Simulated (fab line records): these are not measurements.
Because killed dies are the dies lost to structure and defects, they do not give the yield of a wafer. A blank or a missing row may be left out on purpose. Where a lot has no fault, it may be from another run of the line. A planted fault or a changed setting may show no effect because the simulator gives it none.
Comparing a struck lot with a sound one / flow nandHarc / 15 out of 1302 route steps
Sound: the wafers L129.2, L129.5, L129.6. Struck: wafer L133.2 (left out: L133.1, L133.3 of the same lot, which were not struck); the cause appears at the end.
For every step that has rows: the tool of each side, followed by ch and its chambers, followed by its first start. Under that, the readings that differ: sound wafers / struck wafers / difference of the means / sigmas: that difference in standard deviations of wafers without a fault.
alike: same words and numbers on both sides, and readings whose means sit less than 2 such deviations apart. not compared: any withheld reading, any reading some wafer has no value for, any bound like >300 that may hide the same value, and any number with overlapping values for which the record gives no deviation.
The two part at a step that has a row with sigmas, a row that says differs or no value, or rows on one side only. Numbers that have no deviation but don't overlap get no sigmas and don't part them. A reading missing from all wafers of one side parts the sides only when that side holds two or more wafers.

first, 7 steps without rows for these wafers: NHARC_P_ZERO_WELL_COAT_64 (time 65 s); NHARC_P_ZERO_WELL_COAT_05 (resist thk 600 nm); NHARC_P_ZERO_WELL_SOFTBAKE_06 (time 70 s); NHARC_P_ZERO_WELL_EBR_07; NHARC_P_ZERO_WELL_EXPOSE_08 (exposes mask P ZERO, target cd 500 nm); NHARC_P_ZERO_WELL_PEB_09 (peb time 80 s); NHARC_P_ZERO_WELL_DEVELOP_10 (time 50 s).
NHARC_P_ZERO_WELL_CD_MEAS_11 targets a cd of 500 nm.
  sound on cdSem-01 ch 0, day 2 17:07; struck on cdSem-03 ch 0, day 4 09:14
  alike: cdNm
then, 1 step without rows for these wafers: NHARC_P_ZERO_WELL_HARDBAKE_12 (time 65 s).
NHARC_P_ZERO_WELL_DESCUM_13: chemistry O2, time 3 s.
  sound on rieDiel-13 ch 0,3, day 2 17:16; struck on rieDiel-12 ch 3, day 4 09:23
  alike: drypumpMotorCurrentA, mfcArSccm, oesProductAu, rfVppV, showerheadPlenumPTorr, throttleValvePct
  not compared: rfHoursCounterH
NHARC_P_ZERO_WELL_ETCH_65: etches the open film in N2/H2, target depth 80 nm, overetch 24 nm, time 87.88 s.
  sound on rieDiel-13 ch 1,2, day 2 17:22; struck on rieDiel-12 ch 2, day 4 09:29
  alike: drypumpMotorCurrentA, mfcArSccm, oesProductAu, rfVppV, showerheadPlenumPTorr, throttleValvePct
  not compared: rfHoursCounterH
NHARC_P_ZERO_WELL_ETCH_62: etches the open film in CHF3/Ar, target depth 13 nm, time 6.5 s.
  sound: rieDiel-13 ch 0,1,3; struck: rieDiel-12 ch 1
reading=rfVppV (V); sound=369.8 371.2 374.0; struck=366.4; difference=-5.3; sigmas=-3
  alike: drypumpMotorCurrentA, mfcArSccm, oesProductAu, showerheadPlenumPTorr, throttleValvePct
  not compared: rfHoursCounterH
NHARC_P_ZERO_WELL_ETCH_63: etches the open film in HBr/Cl2, target depth 120 nm, time 40.1 s.
  sound on rieSi-04 ch 0,1, day 2 17:32; struck on rieSi-04 ch 2, day 4 09:41
reading=drypumpMotorCurrentA (A); sound=4.9 4.9 5.2; struck=6.4; difference=+1.4; sigmas=+3
reading=oesProductAu (a.u.); sound=1.001 0.998 1.011; struck=1.415; difference=+0.412; sigmas=+26
  alike: throttleValvePct
  not compared: rfHoursCounterH
then, 1 step without rows for these wafers: NHARC_P_ZERO_WELL_STRIP_15 (strips in SPM, time 900 s).
NHARC_END_SORT_01:
  the record has rows for the sound wafers here (prober-01 ch 0, day 25 19:20) and none for the struck ones

## WHERE THEY PART
At NHARC_P_ZERO_WELL_ETCH_62 first; at NHARC_END_SORT_01 last (within this record only).

WHY: what had been put in by the simulator
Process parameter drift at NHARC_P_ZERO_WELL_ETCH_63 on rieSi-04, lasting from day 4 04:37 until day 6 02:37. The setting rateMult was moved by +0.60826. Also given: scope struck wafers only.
